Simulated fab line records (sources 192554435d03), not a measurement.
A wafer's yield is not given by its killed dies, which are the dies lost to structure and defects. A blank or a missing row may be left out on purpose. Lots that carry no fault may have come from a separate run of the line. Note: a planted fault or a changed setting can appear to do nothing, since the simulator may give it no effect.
Chamber matching :: flow n5 finfet :: N5_GATE_CUT_ETCH_19 on rie diel-02 has 4 sister chambers
The step etches SiNx in CH3F/O2, target depth 53.7 nm, time 76.7 s. 4 wafers are shown with their chamber, then 10 later ones without.

WAFERS PAIRED WITH THEIR CHAMBERS
wafer: L076.4
chamber: 0
showerhead plenum p Torr (Torr): 1.90

wafer: L082.3
chamber: 3
showerhead plenum p Torr (Torr): 1.91

wafer: L087.2
chamber: 1
showerhead plenum p Torr (Torr): 2.09

wafer: L087.4
chamber: 2
showerhead plenum p Torr (Torr): 1.86

WAFERS WITHOUT THEIR CHAMBER
wafer: L087.6
showerhead plenum p Torr (Torr): 1.91

wafer: L088.1
showerhead plenum p Torr (Torr): 1.91

wafer: L088.3
showerhead plenum p Torr (Torr): 2.14

wafer: L088.4
showerhead plenum p Torr (Torr): 1.86

wafer: L089.1
showerhead plenum p Torr (Torr): 2.09

wafer: L089.3
showerhead plenum p Torr (Torr): 1.86

wafer: L089.6
showerhead plenum p Torr (Torr): 1.91

wafer: L097.1
showerhead plenum p Torr (Torr): 1.86

wafer: L097.3
showerhead plenum p Torr (Torr): 1.90

wafer: L097.5
showerhead plenum p Torr (Torr): 1.90

EACH ONE'S CHAMBER
wafer: L087.6
from the rows above: can't be placed: 3 or 0
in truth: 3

wafer: L088.1
from the rows above: can't be placed: 3 or 0
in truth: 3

wafer: L088.3
from the rows above: 1
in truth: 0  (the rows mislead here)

wafer: L088.4
from the rows above: 2
in truth: 2

wafer: L089.1
from the rows above: 1
in truth: 1

wafer: L089.3
from the rows above: 2
in truth: 2

wafer: L089.6
from the rows above: can't be placed: 3 or 0
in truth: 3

wafer: L097.1
from the rows above: 2
in truth: 2

wafer: L097.3
from the rows above: can't be placed: 0 or 3
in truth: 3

wafer: L097.5
from the rows above: can't be placed: 0 or 3
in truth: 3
4 of 10 placed correctly. These rows do not allow placing 5 (true chamber among the candidates in 5). Number placed wrongly: 1.
How it was worked out, from the rows above alone: a wafer's distance from a chamber is the root of the sum, over the readings, of the square of ((its reading less the chamber's mean) divided by the reading's scatter). The wafer belongs to the nearest chamber; if the next one is less than 2 further off, it can't be placed. A chamber's mean is the mean of its shown wafers. The scatter: root of mean squared gap, hidden wafer to nearest shown wafer, with one shown wafer a chamber.
